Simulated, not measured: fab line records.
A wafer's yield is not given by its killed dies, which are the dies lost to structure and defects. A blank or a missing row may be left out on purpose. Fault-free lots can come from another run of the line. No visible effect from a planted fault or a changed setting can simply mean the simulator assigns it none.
Matching of chambers    flow n5Finfet    N5_BEOL_M9_ETCH_62 on rieDiel-03 has 4 sister chambers
The step etches SOC in N2/H2, target depth 110 nm, overetch 22 nm, time 165 s. 4 wafers are shown with their chamber, then 7 later ones without.

== EACH WAFER AND ITS CHAMBER ==
wafer   chamber  showerheadPlenumPTorr (Torr)
L078.6  2        2.58
L088.6  3        2.43
L095.4  0        2.46
L095.5  1        2.60

== WAFERS WHOSE CHAMBER IS MISSING ==
wafer   showerheadPlenumPTorr (Torr)
L095.6  2.46
L097.3  2.46
L097.4  2.43
L097.5  2.46
L082.1  2.43
L082.3  2.59
L082.6  2.46

== WHICH CHAMBER EACH ONE RAN IN ==
wafer   from the rows above      in truth
L095.6  0                        0
L097.3  0                        0
L097.4  3                        3
L097.5  0                        0
L082.1  3                        3
L082.3  can't be placed: 2 or 1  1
L082.6  0                        0
Correctly placed: 6 of 7. From these rows, 1 cannot be placed; in 1 the true chamber is one of the candidates. 0 placed wrongly.
How it was worked out, from the rows above alone: a wafer's distance from a chamber is the root of the sum, over the readings, of the square of ((its reading less the chamber's mean) divided by the reading's scatter). If the next closest chamber is less than 2 further off than the closest, the wafer can't be placed; otherwise it belongs to the closest. A chamber's mean is the mean of its shown wafers. The scatter (one wafer shown for each chamber): square how far every hidden wafer sits from the nearest shown wafer, average those squares and take the square root.
